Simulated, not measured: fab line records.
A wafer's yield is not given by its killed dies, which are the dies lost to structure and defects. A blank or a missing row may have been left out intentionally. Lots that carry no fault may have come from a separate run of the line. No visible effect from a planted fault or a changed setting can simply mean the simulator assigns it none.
What tool caused it? / flow n5Finfet / 35 wafers from 12 lots sampled at 4 of the route's 1938 steps

== WHAT THE GAUGES SHOWED, per wafer ==
The record lacks any reading of a measuring or inspecting step that a usual standard deviation could be used to judge.

== EACH LOT AND THE TOOL THAT RAN IT (in order: tool; ch and the chambers of the sampled wafers; start) ==
lot=L452; N5_HKMG_FIN_ETCHBACK_68=rieMetal-03 ch 0,1, day 4 06:16; N5_PASSIVATION_PASS_ETCH_74=rieDiel-05 ch 2,3, day 12 09:02; N5_PASSIVATION_DESCUM_46=rieDiel-03 ch 0,1,3, day 12 12:26; N5_PASSIVATION_PROBE_49=prober-01, day 12 15:32
lot=L453; N5_HKMG_FIN_ETCHBACK_68=rieMetal-03 ch 0,1, day 4 09:50; N5_PASSIVATION_PASS_ETCH_74=rieDiel-02 ch 0,3, day 12 03:13; N5_PASSIVATION_DESCUM_46=rieDiel-03 ch 0,1, day 12 07:34; N5_PASSIVATION_PROBE_49=-
lot=L455; N5_HKMG_FIN_ETCHBACK_68=rieMetal-03 ch 0,1, day 4 23:01; N5_PASSIVATION_PASS_ETCH_74=rieDiel-05 ch 0,2,3, day 12 20:29; N5_PASSIVATION_DESCUM_46=rieDiel-06 ch 0,3, day 13 00:37; N5_PASSIVATION_PROBE_49=-
lot=L456; N5_HKMG_FIN_ETCHBACK_68=rieMetal-02 ch 0,1, day 5 06:28; N5_PASSIVATION_PASS_ETCH_74=rieDiel-05 ch 0,3, day 12 18:56; N5_PASSIVATION_DESCUM_46=rieDiel-03 ch 1,3, day 12 23:12; N5_PASSIVATION_PROBE_49=prober-01, day 13 02:15
lot=L457; N5_HKMG_FIN_ETCHBACK_68=rieMetal-01 ch 0, day 5 10:18; N5_PASSIVATION_PASS_ETCH_74=rieDiel-01 ch 1,2, day 12 22:24; N5_PASSIVATION_DESCUM_46=rieDiel-06 ch 0,2, day 13 02:28; N5_PASSIVATION_PROBE_49=-
lot=L459; N5_HKMG_FIN_ETCHBACK_68=rieMetal-01 ch 0,1, day 5 22:55; N5_PASSIVATION_PASS_ETCH_74=rieDiel-01 ch 1,2, day 13 21:20; N5_PASSIVATION_DESCUM_46=rieDiel-06 ch 0,2,3, day 14 01:04; N5_PASSIVATION_PROBE_49=prober-02, day 14 04:16
lot=L460; N5_HKMG_FIN_ETCHBACK_68=rieMetal-03 ch 0,1, day 6 09:25; N5_PASSIVATION_PASS_ETCH_74=rieDiel-05 ch 2,3, day 14 05:24; N5_PASSIVATION_DESCUM_46=rieDiel-06 ch 1,2,3, day 14 09:16; N5_PASSIVATION_PROBE_49=-
lot=L461; N5_HKMG_FIN_ETCHBACK_68=rieMetal-03 ch 0,1, day 6 16:07; N5_PASSIVATION_PASS_ETCH_74=rieDiel-01 ch 0,1,3, day 13 16:11; N5_PASSIVATION_DESCUM_46=rieDiel-06 ch 0,1,2, day 13 19:29; N5_PASSIVATION_PROBE_49=prober-02, day 13 22:38
lot=L462; N5_HKMG_FIN_ETCHBACK_68=rieMetal-03 ch 0,1, day 6 22:33; N5_PASSIVATION_PASS_ETCH_74=rieDiel-02 ch 0,1,3, day 14 22:58; N5_PASSIVATION_DESCUM_46=rieDiel-04 ch 0,3, day 15 02:46; N5_PASSIVATION_PROBE_49=prober-01, day 15 06:40
lot=L464; N5_HKMG_FIN_ETCHBACK_68=rieMetal-03 ch 0,1, day 7 08:19; N5_PASSIVATION_PASS_ETCH_74=rieDiel-01 ch 0,2, day 14 23:13; N5_PASSIVATION_DESCUM_46=rieDiel-03 ch 0,1,3, day 15 03:21; N5_PASSIVATION_PROBE_49=prober-01, day 15 07:01
lot=L472; N5_HKMG_FIN_ETCHBACK_68=rieMetal-01 ch 0,1, day 9 06:05; N5_PASSIVATION_PASS_ETCH_74=rieDiel-05 ch 1,2,3, day 16 21:55; N5_PASSIVATION_DESCUM_46=rieDiel-03 ch 0,3, day 17 02:55; N5_PASSIVATION_PROBE_49=-
lot=L473; N5_HKMG_FIN_ETCHBACK_68=rieMetal-01 ch 0,1, day 9 12:35; N5_PASSIVATION_PASS_ETCH_74=rieDiel-02 ch 1,2,3, day 17 03:46; N5_PASSIVATION_DESCUM_46=rieDiel-06 ch 0,1, day 17 07:19; N5_PASSIVATION_PROBE_49=-
- N5_HKMG_FIN_ETCHBACK_68: etches the open film in Cl2/Ar, stops on HfO2, target depth 0.5 nm.
- N5_PASSIVATION_PASS_ETCH_74: etches SiNx in CF4/O2, target depth 220 nm, time 110 s.
- N5_PASSIVATION_DESCUM_46: chemistry O2, time 7.9 s.
- N5_PASSIVATION_PROBE_49

== AS READ BY THE TOOLS THEMSELVES (means over the sampled wafers that have a number; for cases with no such wafer, the mark the record gives instead) ==
N5_HKMG_FIN_ETCHBACK_68. Usual: drypumpMotorCurrentA 5.6 A, standard deviation 0.51; oesProductAu 0.77 a.u., standard deviation 0.11; throttleValvePct 20.98 %, standard deviation 0.25.
lot=L452; tool=rieMetal-03; drypumpMotorCurrentA (A)=6.0; oesProductAu (a.u.)=0.84; throttleValvePct (%)=20.89; flag=
lot=L453; tool=rieMetal-03; drypumpMotorCurrentA (A)=6.0; oesProductAu (a.u.)=0.84; throttleValvePct (%)=20.89; flag=
lot=L455; tool=rieMetal-03; drypumpMotorCurrentA (A)=6.0; oesProductAu (a.u.)=0.83; throttleValvePct (%)=20.91; flag=
lot=L456; tool=rieMetal-02; drypumpMotorCurrentA (A)=5.9; oesProductAu (a.u.)=0.64; throttleValvePct (%)=21.09; flag=
lot=L457; tool=rieMetal-01; drypumpMotorCurrentA (A)=4.9; oesProductAu (a.u.)=0.94; throttleValvePct (%)=21.23; flag=
lot=L459; tool=rieMetal-01; drypumpMotorCurrentA (A)=5.1; oesProductAu (a.u.)=0.82; throttleValvePct (%)=21.12; flag=
lot=L460; tool=rieMetal-03; drypumpMotorCurrentA (A)=6.0; oesProductAu (a.u.)=0.82; throttleValvePct (%)=20.90; flag=
lot=L461; tool=rieMetal-03; drypumpMotorCurrentA (A)=5.6; oesProductAu (a.u.)=0.84; throttleValvePct (%)=20.72; flag=
lot=L462; tool=rieMetal-03; drypumpMotorCurrentA (A)=6.0; oesProductAu (a.u.)=0.81; throttleValvePct (%)=20.90; flag=
lot=L464; tool=rieMetal-03; drypumpMotorCurrentA (A)=6.0; oesProductAu (a.u.)=0.81; throttleValvePct (%)=20.91; flag=
lot=L472; tool=rieMetal-01; drypumpMotorCurrentA (A)=5.2; oesProductAu (a.u.)=0.80; throttleValvePct (%)=21.14; flag=
lot=L473; tool=rieMetal-01; drypumpMotorCurrentA (A)=5.2; oesProductAu (a.u.)=0.79; throttleValvePct (%)=21.14; flag=

N5_PASSIVATION_PASS_ETCH_74. Usual: O2_flow_sccm 9.996 sccm, standard deviation 0.029; drypumpMotorCurrentA 5.91 A, standard deviation 0.3; oesProductAu 0.77 a.u., standard deviation 0.076; rfVppV 239 V, standard deviation 7.5; showerheadPlenumPTorr 2.20 Torr, standard deviation 0.064; throttleValvePct 15.99 %, standard deviation 0.21.
lot=L452; tool=rieDiel-05; O2_flow_sccm (sccm)=10.017; drypumpMotorCurrentA (A)=5.86; oesProductAu (a.u.)=0.79; rfVppV (V)=232; showerheadPlenumPTorr (Torr)=2.18; throttleValvePct (%)=15.86; flag=
lot=L453; tool=rieDiel-02; O2_flow_sccm (sccm)=9.988; drypumpMotorCurrentA (A)=5.75; oesProductAu (a.u.)=0.77; rfVppV (V)=230; showerheadPlenumPTorr (Torr)=2.26; throttleValvePct (%)=16.15; flag=
lot=L455; tool=rieDiel-05; O2_flow_sccm (sccm)=9.983; drypumpMotorCurrentA (A)=5.80; oesProductAu (a.u.)=0.75; rfVppV (V)=242; showerheadPlenumPTorr (Torr)=2.19; throttleValvePct (%)=16.01; flag=
lot=L456; tool=rieDiel-05; O2_flow_sccm (sccm)=10.014; drypumpMotorCurrentA (A)=5.91; oesProductAu (a.u.)=0.71; rfVppV (V)=249; showerheadPlenumPTorr (Torr)=2.22; throttleValvePct (%)=16.10; flag=
lot=L457; tool=rieDiel-01; O2_flow_sccm (sccm)=9.951; drypumpMotorCurrentA (A)=5.88; oesProductAu (a.u.)=0.80; rfVppV (V)=241; showerheadPlenumPTorr (Torr)=2.21; throttleValvePct (%)=15.78; flag=
lot=L459; tool=rieDiel-01; O2_flow_sccm (sccm)=9.998; drypumpMotorCurrentA (A)=6.02; oesProductAu (a.u.)=0.77; rfVppV (V)=240; showerheadPlenumPTorr (Torr)=2.20; throttleValvePct (%)=15.81; flag=
lot=L460; tool=rieDiel-05; O2_flow_sccm (sccm)=9.977; drypumpMotorCurrentA (A)=5.86; oesProductAu (a.u.)=0.78; rfVppV (V)=232; showerheadPlenumPTorr (Torr)=2.18; throttleValvePct (%)=15.89; flag=
lot=L461; tool=rieDiel-01; O2_flow_sccm (sccm)=9.999; drypumpMotorCurrentA (A)=6.07; oesProductAu (a.u.)=0.77; rfVppV (V)=240; showerheadPlenumPTorr (Torr)=2.17; throttleValvePct (%)=15.88; flag=
lot=L462; tool=rieDiel-02; O2_flow_sccm (sccm)=10.000; drypumpMotorCurrentA (A)=6.08; oesProductAu (a.u.)=0.75; rfVppV (V)=232; showerheadPlenumPTorr (Torr)=2.22; throttleValvePct (%)=16.19; flag=
lot=L464; tool=rieDiel-01; O2_flow_sccm (sccm)=9.981; drypumpMotorCurrentA (A)=5.92; oesProductAu (a.u.)=0.85; rfVppV (V)=242; showerheadPlenumPTorr (Torr)=2.23; throttleValvePct (%)=15.67; flag=
lot=L472; tool=rieDiel-05; O2_flow_sccm (sccm)=9.976; drypumpMotorCurrentA (A)=5.77; oesProductAu (a.u.)=0.74; rfVppV (V)=237; showerheadPlenumPTorr (Torr)=2.16; throttleValvePct (%)=16.07; flag=
lot=L473; tool=rieDiel-02; O2_flow_sccm (sccm)=10.028; drypumpMotorCurrentA (A)=6.26; oesProductAu (a.u.)=0.81; rfVppV (V)=235; showerheadPlenumPTorr (Torr)=2.25; throttleValvePct (%)=16.14; flag=

N5_PASSIVATION_DESCUM_46. Usual: drypumpMotorCurrentA 6.0 A, standard deviation 0.39; oesProductAu 0.81 a.u., standard deviation 0.087; rfVppV 243.4 V, standard deviation 1.2; showerheadPlenumPTorr 2.11 Torr, standard deviation 0.06; throttleValvePct 20.46 %, standard deviation 0.23.
lot=L452; tool=rieDiel-03; drypumpMotorCurrentA (A)=6.0; oesProductAu (a.u.)=0.76; rfVppV (V)=243.5; showerheadPlenumPTorr (Torr)=2.11; throttleValvePct (%)=20.60; flag=
lot=L453; tool=rieDiel-03; drypumpMotorCurrentA (A)=5.8; oesProductAu (a.u.)=0.73; rfVppV (V)=244.9; showerheadPlenumPTorr (Torr)=2.15; throttleValvePct (%)=20.52; flag=
lot=L455; tool=rieDiel-06; drypumpMotorCurrentA (A)=5.8; oesProductAu (a.u.)=0.78; rfVppV (V)=243.9; showerheadPlenumPTorr (Torr)=2.17; throttleValvePct (%)=20.60; flag=
lot=L456; tool=rieDiel-03; drypumpMotorCurrentA (A)=5.7; oesProductAu (a.u.)=0.69; rfVppV (V)=243.1; showerheadPlenumPTorr (Torr)=2.13; throttleValvePct (%)=20.52; flag=
lot=L457; tool=rieDiel-06; drypumpMotorCurrentA (A)=6.0; oesProductAu (a.u.)=0.85; rfVppV (V)=243.2; showerheadPlenumPTorr (Torr)=2.15; throttleValvePct (%)=20.54; flag=
lot=L459; tool=rieDiel-06; drypumpMotorCurrentA (A)=5.8; oesProductAu (a.u.)=0.80; rfVppV (V)=243.5; showerheadPlenumPTorr (Torr)=2.12; throttleValvePct (%)=20.56; flag=
lot=L460; tool=rieDiel-06; drypumpMotorCurrentA (A)=6.0; oesProductAu (a.u.)=0.82; rfVppV (V)=242.2; showerheadPlenumPTorr (Torr)=2.08; throttleValvePct (%)=20.37; flag=
lot=L461; tool=rieDiel-06; drypumpMotorCurrentA (A)=6.2; oesProductAu (a.u.)=0.86; rfVppV (V)=243.9; showerheadPlenumPTorr (Torr)=2.13; throttleValvePct (%)=20.39; flag=
lot=L462; tool=rieDiel-04; drypumpMotorCurrentA (A)=6.1; oesProductAu (a.u.)=0.76; rfVppV (V)=241.9; showerheadPlenumPTorr (Torr)=2.02; throttleValvePct (%)=20.22; flag=
lot=L464; tool=rieDiel-03; drypumpMotorCurrentA (A)=5.9; oesProductAu (a.u.)=0.73; rfVppV (V)=243.7; showerheadPlenumPTorr (Torr)=2.11; throttleValvePct (%)=20.63; flag=
lot=L472; tool=rieDiel-03; drypumpMotorCurrentA (A)=6.3; oesProductAu (a.u.)=0.85; rfVppV (V)=243.7; showerheadPlenumPTorr (Torr)=2.08; throttleValvePct (%)=20.60; flag=
lot=L473; tool=rieDiel-06; drypumpMotorCurrentA (A)=6.4; oesProductAu (a.u.)=0.81; rfVppV (V)=243.7; showerheadPlenumPTorr (Torr)=2.13; throttleValvePct (%)=20.30; flag=

N5_PASSIVATION_PROBE_49. Usual: defectLimitedYield 91.2 %, standard deviation 1.5; killed_at_M0_to_M3 31, standard deviation 10; killed_at_M4_up 15, standard deviation 5.9; killedAtContacts 13, standard deviation 6; killedAtFrontEnd 41, standard deviation 11; killedAtOther 4, standard deviation 3.1; killedDies 104, standard deviation 18; killedOpen 68, standard deviation 13; killedShort 33, standard deviation 8.1; sort_bin_4_leakage 0.00 %, standard deviation 0.03; sort_bin_5_function 5.1 %, standard deviation 1.1; sort_bin_6_memory 3.2 %, standard deviation 0.69; sort_bin_8_speed 0.01 %, standard deviation 0.045; sortNPass 1076, standard deviation 18.
lot=L452; tool=prober-01; defectLimitedYield (%)=91.7; killed_at_M0_to_M3=26; killed_at_M4_up=9; killedAtContacts=18; killedAtFrontEnd=42; killedAtOther=3; killedDies=98; killedOpen=61; killedShort=36; sort_bin_4_leakage (%)=0.00; sort_bin_5_function (%)=4.8; sort_bin_6_memory (%)=3.4; sort_bin_8_speed (%)=0.00; sortNPass=1082; flag=
lot=L456; tool=prober-01; defectLimitedYield (%)=91.2; killed_at_M0_to_M3=25; killed_at_M4_up=17; killedAtContacts=16; killedAtFrontEnd=44; killedAtOther=3; killedDies=104; killedOpen=69; killedShort=32; sort_bin_4_leakage (%)=0.00; sort_bin_5_function (%)=4.9; sort_bin_6_memory (%)=3.5; sort_bin_8_speed (%)=0.00; sortNPass=1076; flag=
lot=L459; tool=prober-02; defectLimitedYield (%)=92.1; killed_at_M0_to_M3=19; killed_at_M4_up=16; killedAtContacts=12; killedAtFrontEnd=41; killedAtOther=5; killedDies=93; killedOpen=55; killedShort=36; sort_bin_4_leakage (%)=0.00; sort_bin_5_function (%)=4.4; sort_bin_6_memory (%)=3.3; sort_bin_8_speed (%)=0.00; sortNPass=1087; flag=
lot=L461; tool=prober-02; defectLimitedYield (%)=91.5; killed_at_M0_to_M3=37; killed_at_M4_up=14; killedAtContacts=11; killedAtFrontEnd=36; killedAtOther=3; killedDies=100; killedOpen=66; killedShort=33; sort_bin_4_leakage (%)=0.00; sort_bin_5_function (%)=4.7; sort_bin_6_memory (%)=3.5; sort_bin_8_speed (%)=0.00; sortNPass=1080; flag=
lot=L462; tool=prober-01; defectLimitedYield (%)=85.3; killed_at_M0_to_M3=43; killed_at_M4_up=12; killedAtContacts=8; killedAtFrontEnd=110; killedAtOther=2; killedDies=174; killedOpen=67; killedShort=37; sort_bin_4_leakage (%)=0.00; sort_bin_5_function (%)=9.6; sort_bin_6_memory (%)=3.8; sort_bin_8_speed (%)=0.06; sortNPass=1005; flag=OFF
lot=L464; tool=prober-01; defectLimitedYield (%)=86.3; killed_at_M0_to_M3=20; killed_at_M4_up=23; killedAtContacts=11; killedAtFrontEnd=105; killedAtOther=2; killedDies=162; killedOpen=63; killedShort=27; sort_bin_4_leakage (%)=0.03; sort_bin_5_function (%)=8.9; sort_bin_6_memory (%)=4.0; sort_bin_8_speed (%)=0.00; sortNPass=1018; flag=OFF

== THE ANSWER, worked out from the rows above alone ==
Rule: take the mean of a lot's wafers that have a number; if it is more than 3 standard deviations from the usual mean, the lot is off. Also off: a lot with no number at a reading for which 4 or more lots have one. The other lots that the step has rows for count as sound. After the gauges, taken in route order, come the tools' own readings; for these a lot's mean is taken, as printed above. The first step at which some lot is off is used, and at that step the reading that is off furthest; a lot without a number counts as furthest.
Off, at N5_PASSIVATION_PROBE_49 on killedAtFrontEnd: L462, L464. Neither off nor sound, because the step has no rows for them: L453, L455, L457, L460, L472, L473.
A tool fits if, at that step or a process step before it, it ran every lot that is off, and no sound lot after the first of them. 2 tools fit, rieMetal-03 at N5_HKMG_FIN_ETCHBACK_68 and prober-01 at N5_PASSIVATION_PROBE_49, so this cannot tell which one it is.

== WHAT THE SIMULATOR PUT IN ==
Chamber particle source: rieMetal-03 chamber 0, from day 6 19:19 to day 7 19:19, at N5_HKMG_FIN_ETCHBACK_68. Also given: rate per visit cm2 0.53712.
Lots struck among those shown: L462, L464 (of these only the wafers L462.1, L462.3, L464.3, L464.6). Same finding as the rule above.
